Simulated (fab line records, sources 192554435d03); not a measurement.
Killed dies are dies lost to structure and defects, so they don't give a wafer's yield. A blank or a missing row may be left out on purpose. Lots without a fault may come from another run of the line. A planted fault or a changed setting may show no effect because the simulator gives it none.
Problem report in the 8D (eight disciplines) form, filled by code | flow n5_finfet | the parts of the form that need people (team, actions taken, sign-off) are left out

1. THE PROBLEM
raw_defect_count at N5_BEOL_M8_INSPECT_30 reads a mean of 1526 on 2 wafers of 2 lots; wafers without a fault read 405 with a standard deviation of 96. That is +12 standard deviations from the usual mean.
The step: inspects for defects (brightfield).
First seen on wafer L761.3, day 13 00:32, on defect_inspect-02. The record holds 33 wafers of 11 lots with a number at this step. Rule for "out", or "out of limits": more than 4 standard deviations from the usual mean. The other wafers with a number count as sound.

2. WHAT IT IS AND WHAT IT IS NOT
question                    | is                | is not
which readings at this step | raw_defect_count  | -
which lots                  | L761, L765        | L752, L753, L754, L767, L769, L770, L772, L774, L775
which wafers of those lots  | L761.3, L765.2    | L761.1, L761.5, L765.1, L765.5
read on which gauges        | defect_inspect-02 | defect_inspect-01
when                        | from day 13 00:32 | up to then (11 sound wafers); but 20 sound wafers of L765, L767, L769, L770, L772, L774, L775 came after

3. SUSPECTS, AND WHAT RULES EACH OUT
Counting: a tool at a process step up to the reading stays a suspect if it ran every lot that is out. Sound lots after the first of them don't rule it out here, since some wafers of a struck lot are sound.
- the gauge at N5_BEOL_M8_INSPECT_30: ruled out. All the wafers that are out were read on defect_inspect-02, but those of them that N5_PASSIVATION_PROBE_49 has rows for are out there too, on other tools.
- rie_diel-03 at N5_BEOL_M8_ETCH_62 (etches SOC in N2/H2, target depth 110 nm, overetch 22 nm, time 165 s): kept. It ran every lot that is out, first L761 (day 12 22:16); its last sound lot up to then is L753 (day 10 20:13).
- Within rie_diel-03 at N5_BEOL_M8_ETCH_62: the wafers that are out ran in chamber 0; their sound lot-mates ran in chambers 1, 2, 3.
Left after counting: rie_diel-03 at N5_BEOL_M8_ETCH_62.

4. THE CAUSE (what the simulator had put in)
Chamber particle source: rie_diel-03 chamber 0, from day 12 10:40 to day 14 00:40, at N5_BEOL_M8_ETCH_62. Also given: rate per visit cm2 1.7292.
Counting left only this tool.

5. THE CHAIN OF EFFECTS, in route order
Each row: a reading whose mean over the struck wafers that have a number lies more than 3 standard deviations from the usual. Only readings for which the record gives a usual standard deviation are gone through. hours: the time from each lot's start at the first step in this table that gives one to its start at this step, as a median over the lots. sigmas: the change in usual standard deviations.
hours | step                    | reading              | usual  | on struck wafers | change | sigmas
0     | N5_BEOL_M8_INSPECT_30   | raw_defect_count     | 405    | 1526             | +1121  | +12
76    | N5_PASSIVATION_PROBE_49 | defect_limited_yield | 91.5 % | 85.6             | -5.9   | -4.6
76    | N5_PASSIVATION_PROBE_49 | killed_at_M4_up      | 13     | 80               | +66    | +17
76    | N5_PASSIVATION_PROBE_49 | killed_dies          | 100    | 171              | +71    | +4.7
76    | N5_PASSIVATION_PROBE_49 | killed_on_rim        | 13     | 32               | +20    | +4.9
76    | N5_PASSIVATION_PROBE_49 | sort_n_pass          | 1080   | 1009             | -71    | -4.7
76    | N5_PASSIVATION_PROBE_49 | sort_yield_pct       | 91.5 % | 85.6             | -5.9   | -4.6
The process steps in it:
- N5_PASSIVATION_PROBE_49

6. WHAT WOULD HAVE CAUGHT IT SOONER
In this record the first reading out of limits at a measuring or inspecting step was taken at day 13 00:32, 14 hours after the fault began at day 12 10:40.
Of the tool readings at N5_BEOL_M8_ETCH_62 for which the record gives a usual standard deviation, none was out on any struck wafer, so an alarm limit of 4 standard deviations on them would not have fired.
Of the lots that are out (2), L765 began N5_BEOL_M8_ETCH_62 on rie_diel-03 after day 13 00:32. A hold on the tool at that time would have spared it.
